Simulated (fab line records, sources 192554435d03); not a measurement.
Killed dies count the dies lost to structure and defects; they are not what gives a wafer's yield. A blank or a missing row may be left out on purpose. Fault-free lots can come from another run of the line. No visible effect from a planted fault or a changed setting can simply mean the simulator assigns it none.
A struck lot beside a sound one | flow n5-finfet | 14 out of 1938 route steps
Sound: wafers L190.2, L190.3, L190.6. Struck: wafer L203.5. (L203.2, L203.3 of the same lot were not struck and are left out.) The cause comes at the end.
Each step with rows lists, per side, the tool, then ch with its chambers, then its first start. Under that, the readings that differ: sound wafers | struck wafers | difference of the means | sigmas: that difference in standard deviations of wafers without a fault.
alike: same words and numbers on both sides, and readings whose means sit less than 2 such deviations apart. not compared: any withheld reading, any reading some wafer has no value for, any bound like >300 that may hide the same value, and any number with overlapping values for which the record gives no deviation.
Wherever a step has rows on one side only, a row that says differs or no value, or a row with sigmas, the two part there. Numbers that don't overlap but have no deviation are shown without sigmas and don't part them. Lack of a reading on every wafer of one side parts them only where that side has two or more wafers.

first, 3 steps without rows for these wafers: N5_BEOL_M6_EXPOSE_25 (exposes mask V5, target cd 40 nm); N5_BEOL_M6_PEB_26 (peb time 60 s); N5_BEOL_M6_DEVELOP_27 (develop time 30 s).
N5_BEOL_M6_CD_MEAS_28: the cd target is 40 nm.
  sound on cd-sem-02 ch 0, day 11 12:40; struck on cd-sem-02 ch 0, day 14 17:01
  alike: cd-nm
N5_BEOL_M6_OVL_MEAS_29:
  sound on overlay-01 ch 0, day 11 12:42; struck on overlay-02 ch 0, day 14 17:03
  alike: V5_OVL
N5_BEOL_M6_INSPECT_30: inspects for defects (brightfield).
  struck on defect-inspect-02, day 14 17:06; sound on defect-inspect-02, day 11 12:45
  alike: raw-defect-count
N5_BEOL_M6_DESCUM_33: chemistry O2, time 7 s.
  sound on rie-diel-01 ch 0,2,3, day 11 12:47; struck on rie-diel-01 ch 1, day 14 17:22
  alike: drypump-motor-current-A, oes-product-au, rf-vpp-V, showerhead-plenum-p-Torr, throttle-valve-pct
  not compared: rf-hours-counter-h
N5_BEOL_M6_ETCH_72: etches underlayer in N2/H2, target depth 6.5 nm, time 5.2 s.
  sound on rie-diel-01 ch 0,2,3, day 11 12:49; struck on rie-diel-01 ch 1, day 14 17:23
  alike: drypump-motor-current-A, etch-rf-on-time-s, n2-flow-sccm, oes-product-au, rf-vpp-V, showerhead-plenum-p-Torr, throttle-valve-pct
  not compared: rf-hours-counter-h
N5_BEOL_M6_ETCH_65: etches SiARC in CF4, target depth 15.6 nm, time 26 s.
  sound on rie-diel-01 ch 0,2,3, day 11 12:50; struck on rie-diel-01 ch 1, day 14 17:25
  alike: drypump-motor-current-A, etch-rf-on-time-s, oes-product-au, rf-vpp-V, showerhead-plenum-p-Torr, throttle-valve-pct
  not compared: rf-hours-counter-h
N5_BEOL_M6_ETCH_66: etches SOC in N2/H2, target depth 80 nm, overetch 16 nm, time 120 s.
  sound on rie-diel-01 ch 0,2,3, day 11 12:52; struck on rie-diel-01 ch 1, day 14 17:26
  alike: drypump-motor-current-A, n2-flow-sccm, oes-product-au, rf-vpp-V, showerhead-plenum-p-Torr, throttle-valve-pct
  not compared: rf-hours-counter-h
then, 2 steps without rows for these wafers: N5_BEOL_M6_STRIP_69 (strips in N2/H2); N5_BEOL_M6_STRIP_73 (strips in N2/H2).
N5_BEOL_M6_VIA_ETCH_34: etches SiCOH lowk in C4F6/O2, target depth 126.3 nm, time 50.9 s.
  sound on rie-diel-01 ch 0,2,3, day 11 12:58; struck on rie-diel-01 ch 1, day 14 17:32
  reading                                  | sound             | struck | difference | sigmas
  oes-product-au (a.u.)                    | 0.92 0.88 0.76    | 1.30   | +0.45      | +5
  model.etch.depth-nm (nm)                 | 128.1 125.5 125.4 | 217.3  | +91.0      |
  model.SOC_of_BEOL_M6_COAT_63.thk-nm (nm) | 53.8 53.8 54      | 49.4   | -4.5       |
  alike: drypump-motor-current-A, rf-vpp-V, showerhead-plenum-p-Torr, throttle-valve-pct
  not compared: rf-hours-counter-h, model.BEOL_M6.cd-nm
then, 1 step without rows for these wafers: N5_BEOL_M6_STRIP_76 (strips in C4F6/O2).

## WHERE THEY PART
N5_BEOL_M6_VIA_ETCH_34 only, going by this record.

WHY: what had been put in by the simulator
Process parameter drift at N5_BEOL_M6_VIA_ETCH_34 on rie-diel-01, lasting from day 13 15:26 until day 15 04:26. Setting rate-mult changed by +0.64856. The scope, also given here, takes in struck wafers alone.
